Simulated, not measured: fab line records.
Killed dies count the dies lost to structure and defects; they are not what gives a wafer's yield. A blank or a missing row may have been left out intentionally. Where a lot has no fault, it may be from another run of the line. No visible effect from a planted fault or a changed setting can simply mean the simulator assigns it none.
Matching of chambers + flow n5_finfet + N5_BEOL_M0_SAQP_PECVD_00 on pecvd-01 has 3 sister chambers
The step deposits SiCN from 3MS/NH3, target thk 8 nm, time 14 s. 14 wafers are shown with their chamber, then 7 later ones without.

WAFERS WITH THEIR CHAMBER
| wafer  | chamber | throttle_valve_pct (%) | rf_fwd_power_W (W) | showerhead_plenum_p_Torr (Torr) |
|--------|---------|------------------------|--------------------|---------------------------------|
| L075.2 | 1       | 9.1                    | 199.3              | 3.673                           |
| L075.4 | 0       | 9.4                    | 199.5              | 3.683                           |
| L075.5 | 2       | 8.1                    | 197.8              | 3.676                           |
| L076.2 | 1       | 9.3                    | 199.0              | 3.665                           |
| L076.4 | 1       | 9.4                    | 198.8              | 3.673                           |
| L076.6 | 2       | 7.9                    | 198.7              | 3.685                           |
| L078.1 | 2       | 8.3                    | 197.2              | 3.684                           |
| L078.2 | 1       | 9.1                    | 199.2              | 3.663                           |
| L078.6 | 2       | 8.0                    | 197.6              | 3.684                           |
| L081.3 | 2       | 8.1                    | 197.3              | 3.700                           |
| L081.5 | 0       | 9.6                    | 199.0              | 3.669                           |
| L081.6 | 1       | 9.3                    | 199.5              | 3.668                           |
| L083.2 | 0       | 9.5                    | 199.1              | 3.686                           |
| L083.3 | 2       | 8.0                    | 197.7              | 3.688                           |

SIGNATURES (means of the wafers above)
| reading                  | chamber 0 | chamber 1 | chamber 2 | scatter within a chamber |
|--------------------------|-----------|-----------|-----------|--------------------------|
| throttle_valve_pct       | 9.500     | 9.240     | 8.067     | 0.13                     |
| rf_fwd_power_W           | 199.200   | 199.160   | 197.717   | 0.411                    |
| showerhead_plenum_p_Torr | 3.67933   | 3.66840   | 3.68617   | 0.00711                  |
Rule: a wafer's distance from a chamber is the root of the sum, over the readings, of the square of ((its reading less the chamber's mean) divided by the reading's scatter). If the next closest chamber is less than 2 further off than the closest, the wafer can't be placed; otherwise it belongs to the closest. The scatter: the root of (the sum of the squares of (reading less its chamber's mean) over the shown wafers, divided by (wafers less chambers)).

WAFERS WITH NO CHAMBER GIVEN
| wafer  | throttle_valve_pct (%) | rf_fwd_power_W (W) | showerhead_plenum_p_Torr (Torr) |
|--------|------------------------|--------------------|---------------------------------|
| L083.4 | 8.0                    | 197.3              | 3.687                           |
| L086.2 | 9.3                    | 199.4              | 3.676                           |
| L086.5 | 9.7                    | 199.8              | 3.679                           |
| L086.6 | 9.1                    | 200.1              | 3.663                           |
| L092.1 | 8.1                    | 197.5              | 3.692                           |
| L092.3 | 9.1                    | 200.9              | 3.675                           |
| L092.5 | 9.3                    | 199.3              | 3.695                           |

CHAMBER TAKEN BY EACH
| wafer  | from the rows above     | in truth |
|--------|-------------------------|----------|
| L083.4 | 2                       | 2        |
| L086.2 | can't be placed: 1 or 0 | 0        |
| L086.5 | 0                       | 0        |
| L086.6 | can't be placed: 1 or 0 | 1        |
| L092.1 | 2                       | 2        |
| L092.3 | can't be placed: 1 or 0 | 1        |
| L092.5 | can't be placed: 0 or 1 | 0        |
Placed correctly: 3 of 7. Not placeable from these rows: 4 (in 4, the candidates include the true chamber). 0 placed wrongly.
